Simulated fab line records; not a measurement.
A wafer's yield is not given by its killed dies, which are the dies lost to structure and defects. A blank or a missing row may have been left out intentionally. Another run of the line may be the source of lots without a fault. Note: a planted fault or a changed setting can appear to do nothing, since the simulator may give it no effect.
Matching of chambers	flow n5Finfet	cvdCo-01 running N5_BEOL_M2_PRE_CLEAN_60: 3 sister chambers
The step time 15 s. 3 wafers are shown with their chamber, then 12 later ones without.

== WAFERS, EACH WITH ITS CHAMBER ==
wafer	chamber	heaterPowerW (W)
L088.5	1	88
L089.2	0	65
L089.5	2	72

== WAFERS MISSING THEIR CHAMBER ==
wafer	heaterPowerW (W)
L090.2	73
L090.3	90
L090.6	64
L093.1	65
L093.3	88
L093.6	73
L094.1	74
L094.3	65
L094.4	73
L095.1	73
L095.3	63
L095.6	89

== WHICH CHAMBER EACH WENT THROUGH ==
wafer	from the rows above	in truth
L090.2	2	2
L090.3	1	1
L090.6	0	0
L093.1	0	0
L093.3	1	1
L093.6	2	2
L094.1	2	2
L094.3	0	0
L094.4	2	2
L095.1	2	2
L095.3	0	0
L095.6	1	1
Correctly placed: 12 of 12. Can't be placed from these rows: 0. Placed wrongly: 0.
How it was worked out, from the rows above alone: a wafer's distance from a chamber is the root of the sum, over the readings, of the square of ((its reading less the chamber's mean) divided by the reading's scatter). The wafer belongs to the nearest chamber; if the next one is less than 2 further off, it can't be placed. The mean given for a chamber averages the wafers shown for that chamber. The scatter: with one shown wafer a chamber, the root of the mean of the squares of how far each hidden wafer lies from its nearest shown one.
